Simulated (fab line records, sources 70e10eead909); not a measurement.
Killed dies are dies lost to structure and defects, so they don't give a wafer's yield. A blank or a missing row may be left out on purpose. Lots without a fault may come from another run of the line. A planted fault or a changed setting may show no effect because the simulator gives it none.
Chamber matching | flow nand_harc | NHARC_A_CHANNEL_FILL_D1_ALD_25 on ald_hk-04: 4 sister chambers
The step deposits SiOx, target thk 60 nm, pulse time 10 s, ald cycles 600. 8 wafers are shown with their chamber, then 10 later ones without.

WAFERS WITH THEIR CHAMBER
wafer  | chamber | heater_power_w (W) | precursor_pulse_height_rel
L080.3 | 1       | 384                | 0.972
L080.1 | 0       | 514                | 1.012
L082.5 | 3       | 439                | 0.997
L088.2 | 1       | 383                | 0.982
L088.4 | 2       | 520                | 0.964
L088.1 | 0       | 523                | 0.986
L091.4 | 3       | 439                | 1.018
L091.2 | 2       | 498                | 1.024

WAFERS WITHOUT THEIR CHAMBER
wafer  | heater_power_w (W) | precursor_pulse_height_rel
L091.3 | 381                | 1.016
L092.2 | 387                | 1.011
L092.5 | 507                | 1.008
L092.6 | 437                | 1.013
L095.1 | 512                | 0.999
L095.2 | 525                | 1.010
L095.4 | 394                | 1.011
L097.1 | 513                | 1.004
L097.2 | 443                | 1.012
L097.5 | 501                | 1.005

WHICH CHAMBER EACH WENT THROUGH
wafer  | from the rows above     | in truth
L091.3 | 1                       | 1
L092.2 | 1                       | 1
L092.5 | can't be placed: 2 or 0 | 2
L092.6 | 3                       | 3
L095.1 | can't be placed: 2 or 0 | 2
L095.2 | can't be placed: 0 or 2 | 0
L095.4 | 1                       | 1
L097.1 | can't be placed: 2 or 0 | 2
L097.2 | 3                       | 3
L097.5 | can't be placed: 2 or 0 | 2
Placed correctly: 5 of 10. Can't be placed from these rows: 5 (the true chamber is among the candidates in 5). Placed wrongly: 0.
How it was worked out, from the rows above alone: a wafer's distance from a chamber is the root of the sum, over the readings, of the square of ((its reading less the chamber's mean) divided by the reading's scatter). The wafer belongs to the nearest chamber; if the next one is less than 2 further off, it can't be placed. A chamber's mean is the mean of its shown wafers. The scatter: the root of (the sum of the squares of (reading less its chamber's mean) over the shown wafers, divided by (wafers less chambers)).
